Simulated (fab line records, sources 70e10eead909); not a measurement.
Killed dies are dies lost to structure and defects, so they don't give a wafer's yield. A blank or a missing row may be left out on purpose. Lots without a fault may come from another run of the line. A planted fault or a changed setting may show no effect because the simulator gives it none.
Chamber matching | flow nand_harc | NHARC_A_STAIRCASE_TRIM_229 on rie_diel-02: 4 sister chambers
The step chemistry O2, time 211.2 s. 8 wafers are shown with their chamber, then 8 later ones without.

WAFERS WITH THEIR CHAMBER
wafer  | chamber | showerhead_plenum_p_Torr (Torr) | oes_product_au (a.u.)
L074.5 | 1       | 3.34                            | 0.983
L078.5 | 3       | 3.38                            | 1.016
L080.5 | 0       | 3.78                            | 0.997
L080.6 | 2       | 3.60                            | 1.005
L086.2 | 1       | 3.34                            | 0.984
L086.3 | 2       | 3.60                            | 1.004
L086.4 | 0       | 3.78                            | 1.004
L084.1 | 3       | 3.37                            | 0.995

WAFERS WITHOUT THEIR CHAMBER
wafer  | showerhead_plenum_p_Torr (Torr) | oes_product_au (a.u.)
L084.2 | 3.34                            | 0.995
L084.5 | 3.37                            | 0.985
L088.2 | 3.77                            | 1.001
L088.3 | 3.59                            | 0.986
L088.6 | 3.77                            | 1.007
L093.2 | 3.33                            | 0.978
L093.3 | 3.59                            | 0.992
L093.5 | 3.33                            | 0.987

WHICH CHAMBER EACH WENT THROUGH
wafer  | from the rows above | in truth
L084.2 | 1                   | 1
L084.5 | 3                   | 3
L088.2 | 0                   | 0
L088.3 | 2                   | 2
L088.6 | 0                   | 0
L093.2 | 1                   | 1
L093.3 | 2                   | 2
L093.5 | 1                   | 1
Placed correctly: 8 of 8. Can't be placed from these rows: 0. Placed wrongly: 0.
How it was worked out, from the rows above alone: a wafer's distance from a chamber is the root of the sum, over the readings, of the square of ((its reading less the chamber's mean) divided by the reading's scatter). The wafer belongs to the nearest chamber; if the next one is less than 2 further off, it can't be placed. A chamber's mean is the mean of its shown wafers. The scatter: the root of (the sum of the squares of (reading less its chamber's mean) over the shown wafers, divided by (wafers less chambers)).
